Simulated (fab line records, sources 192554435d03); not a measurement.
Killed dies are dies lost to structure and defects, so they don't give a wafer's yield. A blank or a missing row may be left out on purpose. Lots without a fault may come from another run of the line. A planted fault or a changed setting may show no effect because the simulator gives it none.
Split-lot experiment | flow n5_finfet | 7 lots, 39 wafers read, on a route of 1938 steps

THE SPLIT
At N5_BEOL_M15_ETCH_61 (etches BARC in N2/H2, target depth 89 nm, overetch 26.7 nm, time 67.9 s), the setting time_s was moved away from the recipe's 67.9 s on 15 of the 39 wafers read, by -58.2% to +50.7%. The other wafers ran this setting at the recipe's value.

The file shows no step between the split and the reading.

THE READING
coat_of_BEOL_M15_COAT_22.thk_nm (the simulator's own value, which no gauge read), in nm, at N5_BEOL_M15_TRENCH_ETCH_34 (etches SiO2 in C4F8/O2/Ar, target depth 872.93 nm, time 199 s). The file gives no usual value for it. The 24 wafers here that ran the recipe average 543.5 nm, standard deviation 6.1 nm.

wafer  | tool, chamber at the split | time_s as run, s | against the recipe | coat_of_BEOL_M15_COAT_22.thk_nm, nm | against lot-mates on the recipe
L075.1 | rie_diel-06, 2             | 67.9             | recipe             | 533.8                               | -
L075.2 | rie_diel-06, 1             | 67.9             | recipe             | 548.2                               | -
L075.3 | rie_diel-06, 3             | 67.9             | recipe             | 550                                 | -
L075.5 | rie_diel-06, 1             | 67.9             | recipe             | 550                                 | -
L075.4 | rie_diel-06, 0             | 67.9             | recipe             | 548.6                               | -
L075.6 | rie_diel-06, 0             | 67.9             | recipe             | 549.2                               | -
L082.1 | rie_diel-03, 1             | 36.5             | -46.2%             | 577.6                               | +30.1
L082.2 | rie_diel-03, 3             | 67.9             | recipe             | 550.4                               | -
L082.3 | rie_diel-03, 0             | 36.5             | -46.2%             | 572.6                               | +25.1
L082.4 | rie_diel-03, 1             | 67.9             | recipe             | 547.2                               | -
L082.5 | rie_diel-03, 3             | 36.5             | -46.2%             | 582                                 | +34.5
L082.6 | rie_diel-03, 0             | 67.9             | recipe             | 545                                 | -
L084.1 | rie_diel-03, 0             | 67.9             | recipe             | 539                                 | -
L084.2 | rie_diel-03, 1             | 67.9             | recipe             | 542.8                               | -
L084.3 | rie_diel-03, 3             | 83.66            | +23.2%             | 534.8                               | -8.9
L084.4 | rie_diel-03, 1             | 83.66            | +23.2%             | 534.4                               | -9.3
L084.5 | rie_diel-03, 3             | 67.9             | recipe             | 549.2                               | -
L084.6 | rie_diel-03, 0             | 83.66            | +23.2%             | 524.8                               | -18.9
L083.2 | rie_diel-06, 1             | 67.9             | recipe             | 545.2                               | -
L083.3 | rie_diel-06, 2             | 67.9             | recipe             | 531.4                               | -
L083.4 | rie_diel-06, 3             | 67.9             | recipe             | 546.8                               | -
L085.1 | rie_diel-03, 0             | 67.9             | recipe             | 542.6                               | -
L085.2 | rie_diel-03, 2             | 67.9             | recipe             | 539                                 | -
L085.3 | rie_diel-03, 3             | 28.41            | -58.2%             | 585.2                               | +41.3
L085.4 | rie_diel-03, 1             | 28.41            | -58.2%             | 581.8                               | +37.9
L085.5 | rie_diel-03, 3             | 67.9             | recipe             | 550.2                               | -
L085.6 | rie_diel-03, 0             | 28.41            | -58.2%             | 577.2                               | +33.3
L090.1 | rie_diel-05, 0             | 67.9             | recipe             | 542                                 | -
L090.2 | rie_diel-05, 1             | 67.9             | recipe             | 547.8                               | -
L090.3 | rie_diel-05, 2             | 83.03            | +22.3%             | 519.6                               | -21.7
L090.4 | rie_diel-05, 3             | 83.03            | +22.3%             | 519.2                               | -22.1
L090.5 | rie_diel-05, 1             | 83.03            | +22.3%             | 532.6                               | -8.7
L090.6 | rie_diel-05, 2             | 67.9             | recipe             | 534                                 | -
L093.1 | rie_diel-05, 3             | 67.9             | recipe             | 537.8                               | -
L093.2 | rie_diel-05, 2             | 67.9             | recipe             | 530.8                               | -
L093.3 | rie_diel-05, 1             | 102.3            | +50.7%             | 516.2                               | -21.3
L093.4 | rie_diel-05, 0             | 67.9             | recipe             | 544                                 | -
L093.5 | rie_diel-05, 1             | 102.3            | +50.7%             | 515.8                               | -21.7
L093.6 | rie_diel-05, 0             | 102.3            | +50.7%             | 505.8                               | -31.7

THE FIT
A straight line over all 39 wafers: coat_of_BEOL_M15_COAT_22.thk_nm changes by -0.664 nm for each +1% of time_s; r = -0.95; the points scatter about the line by 6.1 nm.
The same after taking each lot's own level away (the mean of its wafers on the recipe; 39 wafers): -0.602 nm for each +1%; r = -0.95; scatter 5.6 nm.
On that fit, the largest move of time_s shifts the reading by 35 nm.
The lots' own levels span 537.53 to 547.53 nm, that is 1.6 times the standard deviation above.
So the lot-to-lot level changes the slope: the two fits differ.
Check: with one of the wafers moved furthest among these (-58.2%) left out of the fit, the line predicts +34.6 nm for it against its lot-mates. It came out at +41.3 nm against them.

THE WHOLE CHAIN: every reading that the file lists as answering this split, in the file's order
step                       | what it does                                                            | reading                                                                          | change (the file's fit)                                                              | r (the file's)
N5_BEOL_M15_ETCH_61        | etches BARC in N2/H2, target depth 89 nm, overetch 26.7 nm, time 67.9 s | etch.depth_nm (the simulator's own value, which no gauge read)                   | not straight: 47.95 at the lowest setting, 88.84 at the recipe, 88.58 at the highest | not given
N5_BEOL_M15_ETCH_61        | etches BARC in N2/H2, target depth 89 nm, overetch 26.7 nm, time 67.9 s | coat_of_BEOL_M15_COAT_22.thk_nm (the simulator's own value, which no gauge read) | -0.634 nm for each +1% of the setting                                                | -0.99
N5_BEOL_M15_TRENCH_ETCH_34 | etches SiO2 in C4F8/O2/Ar, target depth 872.93 nm, time 199 s           | coat_of_BEOL_M15_COAT_22.thk_nm (the simulator's own value, which no gauge read) | -0.603 nm for each +1% of the setting                                                | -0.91

THE FILE'S OWN FIT
coat_of_BEOL_M15_COAT_22.thk_nm changes by -0.603 nm for each +1% of time_s, r = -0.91.
